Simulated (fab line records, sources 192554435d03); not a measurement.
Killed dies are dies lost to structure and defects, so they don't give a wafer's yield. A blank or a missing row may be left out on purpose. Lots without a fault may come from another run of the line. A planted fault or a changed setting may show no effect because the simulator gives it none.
fab line records | flow n5_finfet
record lots=7 wafers=18 last_day=17
route steps=1938 shown HKMG_FIN@400 BEOL_M4@1111 PASSIVATION@1936
lots that met no fault: from a run of the same line without faults
start_h: hours from the record's first day to the start of the lot's first wafer shown | wait_h: hours since the lot's step before | " the same as in the row above | L1.1+2: a row that stands for several wafers | - no value, or no start given | * or withheld: withheld | < > ~ a bound
route shown NAME@n: a module of which the file shows steps, and the number in the route of the first | usual: mean/standard deviation of fault-free wafers | same: alike in all rows | chamber/n: place in a boat | sites: the reading at each site | _std_site: their standard deviation | _edge_site: outer sites' mean less inner sites' | radius_mm: how far each site lies from the wafer's centre | mask NAME#n: copy n | behind: the tool/chamber that last shaped the wafer | hold: why the lot was held/for how many hours/how that ended | device: the transistor (n, p or np) that didn't switch | end of line: the same wafers' tests at the end of the route | a step without rows: its recipe alone | killed: dies lost to structure and defects at the first sort, not the wafer's yield | map: a wafer's dies, x killed, . not, _ none there
set.NAME: the setting as run; set.NAME@STEP: as run at that earlier step | model.NAME: the simulator's own value behind a step, which no gauge read
lots at some steps of the route; a table a step, a row a wafer
services: from which hour (start_h, from the record's first day; less than 0 if before it) a tool's chamber was out of use, for how many hours, and why
## steps
# step N5_HKMG_FIN_INSPECT_61
# recipe mode=adi inspect_instrument=macro
# usual raw_defect_count=1.9/1.3
# columns lot.wafer tool chamber start_h wait_h raw_defect_count
L656.1 defect_inspect-01 - 82.86 0.0 1
L656.3 " - " " 3
L656.5 " - " " 3
L658.2 defect_inspect-02 - 100.87 0.0 2
L658.4 " - " " 0
L658.5 " - " " 2
L664.2 defect_inspect-02 - 131.45 0.0 3
L664.4 " - " " 0
L668.1 defect_inspect-01 - 159.01 0.0 1
L668.4 " - " " 2
L669.4 defect_inspect-02 - 159.92 0.0 0
L669.5 " - " " 2
L673.2 defect_inspect-02 - 184.30 0.0 3
L673.3 " - " " 2
L673.6 " - " " 1
L676.1 defect_inspect-01 - 208.74 0.0 0
L676.4 " - " " 1
L676.5 " - " " 1
# step N5_HKMG_FIN_DESCUM_53
# recipe chemistry=O2 time_s=7.9 source_power_w=50 bias_power_w=20 pressure_mtorr=20 rf_frequency_hz=2.712e+07 temp_c=40 resist=CAR-ArF o2_flow_sccm=225
# step N5_HKMG_FIN_ETCH_54
# recipe chemistry=CF4 target=SiARC target_depth_a=455 mask_material=CAR-ArF time_s=75.8 ion_energy_ev=80 pressure_mtorr=40 source_w=545 bias_w=36 Ar_flow_sccm=100 cf4_flow_sccm=100 ends=cleared
# step N5_HKMG_FIN_ETCH_55
# recipe chemistry=N2/H2 target=SOC target_depth_a=2400 temp_c=40 time_s=300 ion_energy_ev=200 mask_material=SiARC pressure_mtorr=30 source_w=840 bias_w=150 n2_flow_sccm=200 h2_flow_sccm=200
# step N5_HKMG_FIN_STRIP_56
# recipe chemistry=N2/H2 temp_c=40 n2_flow_sccm=200 h2_flow_sccm=200 rf_frequency_hz=6e+07
# step N5_HKMG_FIN_STRIP_57
# recipe chemistry=CF4 resist=SiARC power_w=300 bias_power_w=75 pressure_mtorr=50 cf4_flow_sccm=150 rf_frequency_hz=6e+07
# usual drypump_motor_current_A=5.8/0.54 oes_product_au=0.77/0.078 rf_vpp_V=271.3/1.4 showerhead_plenum_p_Torr=1.79/0.054 throttle_valve_pct=13.62/0.29
# columns lot.wafer tool chamber start_h wait_h drypump_motor_current_A oes_product_au rf_hours_counter_h rf_vpp_V showerhead_plenum_p_Torr throttle_valve_pct
L656.1 rie_diel-04 0 83.18 0.0 6.5 0.70 212 270.1 1.78 13.78
L656.3 " 1 " " 5.9 0.68 234 271.7 1.77 13.88
L656.5 " 1 " " 5.9 0.68 - 272.5 1.77 13.90
L658.2 rie_diel-04 2 101.19 0.0 5.8 0.86 34 270.6 1.75 13.45
L658.4 " 3 " " 6.0 0.89 - 273.9 1.91 13.36
L658.5 " 2 " " 5.8 0.87 - 271.3 1.75 13.45
L664.2 rie_diel-02 3 131.77 0.0 5.1 0.69 210 269.7 1.77 14.04
L664.4 " 0 " " 5.3 0.90 - 271.7 1.76 13.01
L668.1 rie_diel-02 2 159.33 0.0 6.5 0.82 81 271.3 1.80 13.63
L668.4 " 1 " " 5.5 0.70 208 272.5 1.85 13.85
L669.4 rie_diel-04 2 160.24 0.0 5.9 0.83 - 270.5 1.74 13.51
L669.5 " 3 " " 6.0 0.83 - 274.2 1.90 13.40
L673.2 rie_diel-04 2 184.61 0.0 5.8 0.82 71 271.6 1.74 13.53
L673.3 " 3 " " 6.0 0.83 59 273.6 1.90 13.42
L673.6 " 1 " " 5.9 0.96 - 269.3 1.76 13.36
L676.1 rie_diel-02 3 209.06 0.0 5.1 0.67 234 269.8 1.76 14.08
L676.4 " 2 " " 6.4 0.81 93 272.8 1.80 13.64
L676.5 " 2 " " 6.5 0.81 - 272.6 1.80 13.64
# step N5_HKMG_FIN_ETCH_58
# recipe chemistry=N2/H2 target=SOC target_depth_a=2158 ion_energy_ev=50 bias_w=13 time_s=741 pressure_mtorr=30 source_w=875 n2_flow_sccm=200 h2_flow_sccm=200
# usual drypump_motor_current_A=5.8/0.54 oes_product_au=0.78/0.09 rf_vpp_V=99.1/0.98 showerhead_plenum_p_Torr=2.55/0.081 throttle_valve_pct=17.88/0.29
# columns lot.wafer tool chamber start_h wait_h drypump_motor_current_A oes_product_au rf_hours_counter_h rf_vpp_V showerhead_plenum_p_Torr throttle_valve_pct
L656.1 rie_diel-04 0 83.20 0.0 6.5 0.70 212 98.4 2.51 17.84
L656.3 " 1 " " 6.0 0.68 234 98.7 2.51 18.04
L656.5 " 1 " " 5.9 0.68 - 99.8 2.51 18.01
L658.2 rie_diel-04 2 101.21 0.0 5.9 0.88 34 99.3 2.49 17.78
L658.4 " 3 " " 6.0 0.91 - 101.6 2.71 17.62
L658.5 " 2 " " 5.9 0.87 - 97.8 2.49 17.79
L664.2 rie_diel-02 3 131.79 0.0 5.1 0.67 210 98.2 2.53 18.41
L664.4 " 0 " " 5.3 0.93 - 99.0 2.50 17.46
L668.1 rie_diel-02 2 159.35 0.0 6.5 0.84 81 96.9 2.57 17.92
L668.4 " 1 " " 5.5 0.71 209 98.6 2.63 18.10
L669.4 rie_diel-04 2 160.47 0.2 5.9 0.84 - 100.9 2.47 17.85
L669.5 " 3 " " 6.0 0.85 - 98.7 2.70 17.65
L673.2 rie_diel-04 2 184.63 0.0 5.9 0.83 71 97.9 2.47 17.84
L673.3 " 3 " " 6.0 0.84 60 100.4 2.69 17.67
L673.6 " 1 " " 5.9 0.97 - 99.7 2.50 17.65
L676.1 rie_diel-02 3 209.08 0.0 5.1 0.66 234 100.8 2.52 18.43
L676.4 " 2 " " 6.5 0.83 93 99.1 2.57 17.93
L676.5 " 2 " " 6.5 0.83 - 100.9 2.57 17.94
# step N5_HKMG_FIN_STRIP_93
# recipe chemistry=N2/H2 material=SOC time_s=20 power_w=500 temp_c=40 pressure_mtorr=50 rf_frequency_hz=6e+07 bias_power_w=8 h2_frac=0.5 n2_flow_sccm=300 h2_flow_sccm=300
# usual drypump_motor_current_A=5.8/0.54 oes_product_au=0.78/0.088 rf_vpp_V=54.2/0.88 showerhead_plenum_p_Torr=3.37/0.1 temp_c=40.00/0.12 throttle_valve_pct=19.2/0.38
# columns lot.wafer tool chamber start_h wait_h drypump_motor_current_A oes_product_au rf_hours_counter_h rf_vpp_V showerhead_plenum_p_Torr temp_c throttle_valve_pct
L656.1 rie_diel-04 0 83.62 0.2 6.5 0.70 212 53.3 3.32 40.05 18.9
L656.3 " 1 " " 6.0 0.68 234 53.2 3.32 40.01 19.2
L656.5 " 1 " " 5.9 0.69 - 55.7 3.32 40.01 19.2
L658.2 rie_diel-04 2 101.63 0.2 5.9 0.88 35 52.5 3.29 40.08 19.1
L658.4 " 3 " " 6.0 0.89 - 54.7 3.57 39.94 18.9
L658.5 " 2 " " 5.9 0.89 - 54.4 3.29 40.08 19.1
L664.2 rie_diel-02 3 132.21 0.2 5.1 0.68 210 55.6 3.34 39.98 19.9
L664.4 " 0 " " 5.3 0.94 - 54.8 3.30 40.14 19.2
L668.1 rie_diel-02 2 159.77 0.2 6.5 0.84 81 54.0 3.40 40.17 19.1
L668.4 " 1 " " 5.5 0.71 209 56.0 3.47 40.01 19.4
L669.4 rie_diel-04 2 160.71 0.0 5.9 0.85 - 54.3 3.27 40.15 19.1
L669.5 " 3 " " 6.0 0.85 - 54.7 3.55 40.01 18.9
L673.2 rie_diel-04 2 185.06 0.2 5.9 0.83 71 54.0 3.27 40.24 19.1
L673.3 " 3 " " 6.0 0.85 60 53.4 3.55 40.12 18.9
L673.6 " 1 " " 5.9 0.98 - 54.4 3.30 39.84 18.8
L676.1 rie_diel-02 3 209.50 0.2 5.1 0.66 234 55.4 3.32 39.83 20.0
L676.4 " 2 " " 6.5 0.83 93 53.7 3.39 40.04 19.1
L676.5 " 2 " " 6.5 0.82 - 53.0 3.39 40.13 19.1
# step N5_HKMG_FIN_WET_ETCH_76
# recipe chemistry=dNH4OH mix=1:50 temp_c=25 target=Al2O3 stop_on=La2O3 target_depth_nm=2.25 dry=ipa_marangoni rinse_time_s=30 rinse_temp_c=23
# step N5_HKMG_FIN_STRIP_60
# recipe chemistry=N2/H2 power_w=2500 temp_c=300 h2_frac=0.65 time_s=360 pressure_mtorr=withheld n2_flow_sccm=1750 h2_flow_sccm=3250
# usual drypump_motor_current_A=5.4/0.57 heater_power_w=451/26 temp_c=300.01/0.2
# columns lot.wafer tool chamber start_h wait_h drypump_motor_current_A heater_power_w rf_hours_counter_h temp_c
L656.1 plasma_asher-02 0 83.77 0.0 4.9 479 86 299.88
L656.3 " 0 " " 4.9 469 - 300.29
L656.5 " 0 " " 4.9 475 - 300.02
L658.2 plasma_asher-02 1 101.78 0.0 5.2 413 89 300.02
L658.4 " 1 " " 5.2 426 - 300.12
L658.5 " 0 " " 4.9 477 - 300.36
L664.2 plasma_asher-02 0 132.37 0.0 4.9 469 96 299.99
L664.4 " 0 " " 4.9 457 - 299.62
L668.1 plasma_asher-02 1 159.92 0.0 5.2 427 103 299.94
L668.4 " 0 " " 4.9 477 - 300.02
L669.4 plasma_asher-02 0 160.95 0.1 4.9 466 - 299.77
L669.5 " 1 " " 5.2 418 - 300.15
L673.2 plasma_asher-02 1 185.21 0.0 5.2 424 113 300.18
L673.3 " 1 " " 5.2 417 - 299.97
L673.6 " 0 " " 4.9 461 - 300.09
L676.1 plasma_asher-01 1 209.65 0.0 5.3 467 58 300.04
L676.4 " 0 " " 6.6 476 - 299.93
L676.5 " 0 " " 6.6 467 - 299.75
# step N5_HKMG_FIN_WET_ETCH_77
# recipe chemistry=dHCl mix=1:10000 temp_c=25 target=La2O3 stop_on=HfO2 target_depth_nm=2
# step N5_HKMG_FIN_WET_ETCH_78
# recipe chemistry=dNH4OH mix=1:50 temp_c=25 target=Al2O3 stop_on=La2O3 target_depth_nm=4.5 dry=ipa_marangoni rinse_time_s=30 rinse_temp_c=23
# step N5_HKMG_FIN_ALD_79
# recipe material=TiN target_thk_a=15 temp_c=400 ald_precursor_family=TiCl4 ald_co_reactant=NH3 pulse_time_s=1 purge_time_s=3 co_reactant_purge_time_s=2 co_reactant_pulse_time_s=2 ald_cycles=68 pressure_torr=3
# usual ald_cycles=68/0 heater_power_w=900/110 precursor_pulse_height_rel=1.000/0.021
# columns lot.wafer tool chamber start_h wait_h ald_cycles heater_power_w precursor_pulse_height_rel
L656.1 ald_metal-04 1 84.26 0.0 68 1022 0.990
L656.3 " 0 " " 68 817 0.986
L656.5 " 3 " " 68 1049 1.018
L658.2 ald_metal-03 2 102.27 0.0 68 868 1.023
L658.4 " 1 " " 68 961 0.994
L658.5 " 0 " " 68 780 1.047
L664.2 ald_metal-04 0 132.86 0.0 68 832 0.997
L664.4 " 3 " " 64 1009 1.000
L668.1 ald_metal-04 0 160.41 0.0 64 827 1.012
L668.4 " 2 " " 64 1036 1.057
L669.4 ald_metal-04 3 161.33 0.0 64 1058 0.987
L669.5 " 0 " " 68 831 1.024
L673.2 ald_metal-03 3 185.70 0.0 68 658 0.967
L673.3 " 1 " " 68 920 0.985
L673.6 " 3 " " 68 671 0.973
L676.1 ald_metal-03 1 210.14 0.0 68 933 0.967
L676.4 " 0 " " 68 789 0.996
L676.5 " 2 " " 68 898 1.012
# step N5_HKMG_FIN_CVD_62
# recipe material=a-Si target_thk_a=30 temp_c=500 precursor=Si2H6 pressure_torr=1 time_s=20.8
# usual heater_power_w=1423/170
# columns lot.wafer tool chamber start_h wait_h heater_power_w
L656.1 thermal_cvd_si-01 0 84.62 0.2 1645
L656.3 " 1 " " 1232
L656.5 " 1 " " 1226
L658.2 thermal_cvd_si-01 2 102.63 0.2 1284
L658.4 " 2 " " 1265
L658.5 " 1 " " 1270
L664.2 thermal_cvd_si-02 0 133.22 0.2 1387
L664.4 " 0 " " 1381
L668.1 thermal_cvd_si-02 2 160.77 0.2 1396
L668.4 " 1 " " 1611
L669.4 thermal_cvd_si-01 0 161.75 0.2 1674
L669.5 " 2 " " 1262
L673.2 thermal_cvd_si-01 1 186.06 0.2 1277
L673.3 " 2 " " 1304
L673.6 " 1 " " 1239
L676.1 thermal_cvd_si-02 1 210.50 0.2 1633
L676.4 " 2 " " 1354
L676.5 " 0 " " 1352
# step N5_BEOL_M4_RC_MEAS_101
# usual DIBL_N=36.3/1 DIBL_P=36.2/1.4 IOFF_N=0.157/0.021 IOFF_P=0.206/0.025 ION_N=673/9 ION_P=461/6.4 SS_N=71.5/0.5 SS_P=73.2/0.47 VT_N=249.9/2.4 VT_P=-250.6/2.9
# columns lot.wafer tool chamber start_h wait_h DIBL_N[mV/V] DIBL_P[mV/V] IOFF_N[nA/um] IOFF_P[nA/um] ION_N[uA/um] ION_P[uA/um] SS_N[mV/dec] SS_P[mV/dec] VT_N[mV] VT_P[mV]
L656.1 prober-02 0 178.01 0.0 35.8 36.6 0.150 0.210 671 465 71.7 73.4 249.6 -250.8
L656.3 " 0 " " 36.3 37.5 0.164 0.215 680 468 71.0 74.2 252.6 -251.1
L656.5 " 0 " " 36.8 38.1 0.172 0.221 687 469 71.5 73.7 249.8 -249.4
L658.2 prober-01 0 203.38 0.2 36.1 37.2 0.145 0.207 681 467 71.0 72.4 250.6 -250.6
L658.4 " 0 " " 36.2 35.7 0.135 0.195 671 464 71.0 72.9 249.6 -250.6
L658.5 " 0 " " 35.5 35.3 0.130 0.185 672 462 71.1 72.8 251.0 -252.9
L664.2 prober-02 0 214.98 0.2 37.3 36.1 0.148 0.201 665 454 72.1 73.3 251.6 -252.4
L664.4 " 0 " " 35.8 34.9 0.130 0.177 674 457 71.0 72.7 250.7 -252.9
L668.1 prober-01 0 251.80 0.0 36.8 35.5 0.186 0.241 677 463 71.0 73.4 247.7 -245.3
L668.4 " 0 " " 36.8 36.0 0.184 0.231 688 465 71.7 73.6 246.9 -246.3
L669.4 prober-02 0 263.84 0.5 35.8 35.5 0.145 0.221 681 473 70.7 72.8 247.4 -247.4
L669.5 " 0 " " 37.2 35.9 0.153 0.236 670 465 71.6 72.6 249.0 -248.2
L673.2 prober-02 0 281.26 0.2 36.6 34.8 0.135 0.168 669 453 70.4 73.2 254.0 -258.1
L673.3 " 0 " " 37.9 36.4 0.154 0.194 660 451 71.8 73.4 250.3 -253.6
L673.6 " 0 " " 35.5 33.2 0.115 0.150 644 440 71.3 72.7 256.4 -258.1
L676.1 prober-02 0 301.67 0.0 37.1 37.4 0.172 0.208 676 463 71.5 73.3 251.2 -251.8
L676.4 " 0 " " 36.7 36.5 0.165 0.203 674 458 71.5 73.2 250.1 -251.7
L676.5 " 0 " " 35.8 36.0 0.148 0.184 675 456 71.2 74.2 251.8 -252.5
# step N5_PASSIVATION_PROBE_49
# usual defect_limited_yield=91.1/1.3 killed_at_M0_to_M3=36/10 killed_at_M4_up=14/4.4 killed_at_contacts=14/5.7 killed_at_front_end=39/9.4 killed_at_other=2.9/2.6 killed_dies=105/15 killed_open=70/12 killed_short=34/7.1 sort_bin_5_function=5.3/0.77 sort_bin_6_memory=3.3/0.66 sort_bin_8_speed=0.00/0.007 sort_n_pass=1075/15 sort_yield_pct=91.1/1.3
# same gross_dies=1180 killed_at_back_side=0 sort_bin_4_leakage[%]=0
# columns lot.wafer tool chamber start_h wait_h defect_limited_yield[%] killed_at_M0_to_M3 killed_at_M4_up killed_at_contacts killed_at_front_end killed_at_other killed_dies killed_open killed_short sort_bin_5_function[%] sort_bin_6_memory[%] sort_bin_8_speed[%] sort_n_pass sort_yield_pct[%]
L656.1 prober-01 - 282.02 0.0 90.1 45 20 9 40 3 117 76 35 5.8 3.5 0 1063 90.1
L656.3 prober-01 - 282.12 0.1 90.2 45 10 9 47 5 116 80 36 5.5 4.0 0 1064 90.2
L656.5 prober-01 - 282.22 0.2 89.8 37 22 19 40 2 120 87 32 5.9 3.7 0 1060 89.8
L664.2 prober-02 - 318.56 0.1 90.5 36 18 12 45 1 112 76 35 5.3 3.8 0 1068 90.5
L664.4 prober-02 - 318.66 0.2 92.6 32 16 9 29 1 87 54 30 4.7 2.4 0 1093 92.6
L676.1 prober-02 - 403.41 0.0 91.5 20 11 18 51 0 100 66 32 5.1 3.1 0 1080 91.5
L676.4 prober-02 - 403.56 0.2 90.0 42 23 12 41 0 118 89 27 5.9 4.1 0 1062 90.0
L676.5 prober-02 - 403.61 0.2 91.5 27 17 22 32 2 100 63 35 4.7 3.6 0 1080 91.5
# killed by level:class
L656.1 BEOL_M0_SAQP:geometric_particle:open=14 FIN_SAQP:geometric_particle:open=11 FIN_SAQP:geometric_particle:short=8 BEOL_M0_SAQP:geometric_particle:short=8 MOL_CONTACT_COAG:geometric_particle:open=8 BEOL_M3:geometric_particle:open=8 BEOL_M4:geometric_particle:open=7 BEOL_M4:geometric_particle:short=6
L656.3 BEOL_M3:geometric_particle:open=16 FIN_SAQP:geometric_particle:open=11 STI_FIN_REVEAL:geometric_particle:open=10 BEOL_M0_SAQP:geometric_particle:open=8 MOL_CONTACT_COAG:geometric_particle:open=8 BEOL_M1:geometric_particle:open=7 FIN_SAQP:geometric_particle:short=5 GATE_CUT:geometric_particle:short=5
L656.5 MOL_CONTACT_COAG:geometric_particle:open=13 STI_FIN_REVEAL:geometric_particle:open=12 BEOL_M4:geometric_particle:open=11 BEOL_M2:geometric_particle:open=9 BEOL_M0_SAQP:geometric_particle:open=7 MOL_CONTACT_COAG:geometric_particle:short=6 BEOL_M1:geometric_particle:open=6 FIN_CUT:geometric_particle:open=5
L664.2 FIN_SAQP:geometric_particle:open=16 BEOL_M0_SAQP:geometric_particle:short=8 BEOL_M0_SAQP:geometric_particle:open=8 STI_FIN_REVEAL:geometric_particle:open=7 MOL_CONTACT_COAG:geometric_particle:open=7 BEOL_M2:geometric_particle:open=7 BEOL_M4:geometric_particle:open=7 MOL_CONTACT_COAG:geometric_particle:short=5
L664.4 STI_FIN_REVEAL:geometric_particle:open=9 BEOL_M0_SAQP:geometric_particle:open=8 MOL_CONTACT_COAG:geometric_particle:open=7 BEOL_M2:geometric_particle:open=7 BEOL_M4:geometric_particle:open=6 BEOL_M3:geometric_particle:short=6 FIN_SAQP:geometric_particle:short=4 BEOL_M1:geometric_particle:open=4
L676.1 MOL_CONTACT_COAG:geometric_particle:open=14 STI_FIN_REVEAL:geometric_particle:open=13 FIN_SAQP:geometric_particle:open=11 FIN_SAQP:geometric_particle:short=11 BEOL_M4:geometric_particle:open=6 BEOL_M3:geometric_particle:open=6 BEOL_M1:geometric_particle:open=5 GATE_CUT:geometric_particle:short=4
L676.4 BEOL_M0_SAQP:geometric_particle:open=15 BEOL_M4:geometric_particle:open=14 FIN_SAQP:geometric_particle:open=12 MOL_CONTACT_COAG:geometric_particle:open=10 FIN_SAQP:geometric_particle:short=8 BEOL_M3:geometric_particle:open=8 STI_FIN_REVEAL:geometric_particle:open=7 DUMMY_GATE:geometric_particle:open=7
L676.5 MOL_CONTACT_COAG:geometric_particle:open=18 BEOL_M0_SAQP:geometric_particle:short=7 BEOL_M0_SAQP:geometric_particle:open=7 STI_FIN_REVEAL:geometric_particle:open=6 BEOL_M3:geometric_particle:open=5 BEOL_M4:geometric_particle:open=5 ILD0:geometric_particle:short=4 GATE_CUT:geometric_particle:short=4
## services
# columns tool chamber start_h hours kind
thermal_cvd_si-02 1 63.71 14.3 repair
rie_diel-02 0 85.26 - clean
rie_diel-02 0 85.26 - consumable_replace:focus_ring
rie_diel-02 0 85.26 18.9 scheduled_down
rie_diel-04 0 96.47 9.4 repair
thermal_cvd_si-02 - 104.50 2.8 pm
ald_metal-04 - 106.56 0.5 repair
rie_diel-04 1 108.49 18.2 repair
plasma_asher-02 - 108.90 1.4 repair
thermal_cvd_si-01 1 147.79 12.3 repair
rie_diel-04 1 151.30 - clean
rie_diel-04 1 151.30 - consumable_replace:focus_ring
rie_diel-04 1 151.30 20.6 scheduled_down
rie_diel-04 1 151.30 20.6 vent_cycle
plasma_asher-01 - 153.76 14.6 pm
plasma_asher-01 - 168.36 28.1 pm
rie_diel-02 - 187.98 14.6 pm
rie_diel-04 0 191.11 - clean
rie_diel-04 0 191.11 - consumable_replace:focus_ring
rie_diel-04 0 191.11 17.0 scheduled_down
rie_diel-04 0 191.11 17.0 vent_cycle
thermal_cvd_si-02 - 193.04 1.0 repair
ald_metal-03 1 197.08 2.4 repair
rie_diel-04 1 209.25 5.5 repair
## key
first_sign step=N5_HKMG_FIN_ALD_79 reading=ald_cycles direction=down sigmas=99+ usual=* struck=*
effect none on later readings
met_at N5_HKMG_FIN_ALD_79
struck_wafers L664.4,L668.1,L668.4,L669.4
onset_between 84.26 132.86
fault kind=process_parameter_drift tool=ald_metal-04 chamber=- onset_h=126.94 steps=N5_HKMG_FIN_ALD_79 channel=ald_cycles offset=* shape=step end_h=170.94 scope=struck_wafers_only acts_in=* stated=*
